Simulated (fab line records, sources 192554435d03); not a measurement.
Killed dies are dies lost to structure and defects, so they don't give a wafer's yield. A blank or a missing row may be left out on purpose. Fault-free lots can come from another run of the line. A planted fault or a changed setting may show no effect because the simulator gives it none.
The same fault as seen by 2 desks ; flow n5Finfet ; every desk sees just its own numbers, and what lay behind them comes last

THE DEFECT DESK
Counts from the inspections along the route, per lot, as means over the sampled wafers that have a number. A lot is out of limits, marked OUT, if its mean lies more than 4 standard deviations from the usual mean; the brackets give that distance.
Columns: A = rawDefectCount at N5_HKMG_FIN_INSPECT_61, usual 2.2
lot;first seen here;A
L885;day 4 09:20;2.3
L887;day 4 13:48;2.3
L888;day 4 19:02;1.3
L893;day 6 04:07;3.0
L894;day 6 10:28;2.5
L899;day 7 15:05;1.3
L902;day 8 08:56;2.7
L906;day 9 05:04;1.7
L907;day 9 11:19;2.0
L908;day 9 22:47;2.7
This desk's finding: nothing out of limits on any of the 10 lots.

THE METROLOGY DESK
Lot by lot, what the gauges showed, no matter which tool ran the lot: averages of those sampled wafers that carry a number. A lot is out of limits, marked OUT, if its mean lies more than 4 standard deviations from the usual mean; the brackets give that distance. Readings shown: 7 of its 11, picked as those furthest out on some lot.
Columns: A = cdNm at N5_HKMG_FIN_CD_MEAS_12, usual 93.3 nm; B = IOFF_N at N5_BEOL_M4_RC_MEAS_101, usual 0.159 nA/um; C = IOFF_P at N5_BEOL_M4_RC_MEAS_101, usual 0.21 nA/um; D = ION_N at N5_BEOL_M4_RC_MEAS_101, usual 670 uA/um; E = ION_P at N5_BEOL_M4_RC_MEAS_101, usual 459 uA/um; F = SS_N at N5_BEOL_M4_RC_MEAS_101, usual 71.5 mV/dec; G = VT_P at N5_BEOL_M4_RC_MEAS_101, usual -250 mV
lot;first seen here;A;B;C;D;E;F;G
L885;day 4 13:16;94.1;0.156;0.20;668;455;71.3;-252
L887;day 4 17:11;93.7;0.149;0.22;672;463;71.1;-248
L888;day 4 22:21;92.9;0.218;0.27;693;473;72.4;-245
L893;day 6 07:29;95.3;0.148;0.17;667;452;72.0;-254
L894;day 6 14:05;95.3;0.177;0.24;687;472;71.9;-246
L899;day 7 18:58;93.0;0.128;0.18;656;453;71.3;-253
L902;day 8 12:30;93.9;0.149;0.20;664;456;71.9;-253
L906;day 9 08:50;93.8;0.152;0.17;666;450;71.8;-258
L907;day 9 14:53;93.7;0.157;0.22;666;463;71.4;-249
L908;day 10 02:08;92.9;0.137;0.23;663;466;71.2;-246
This desk's finding: nothing out of limits on any of the 10 lots.

BROUGHT TOGETHER
Nothing the defect desk looked at was out of limits.
From the metrology desk's view, nothing was out of limits.

WHAT WAS PUT IN BY THE SIMULATOR
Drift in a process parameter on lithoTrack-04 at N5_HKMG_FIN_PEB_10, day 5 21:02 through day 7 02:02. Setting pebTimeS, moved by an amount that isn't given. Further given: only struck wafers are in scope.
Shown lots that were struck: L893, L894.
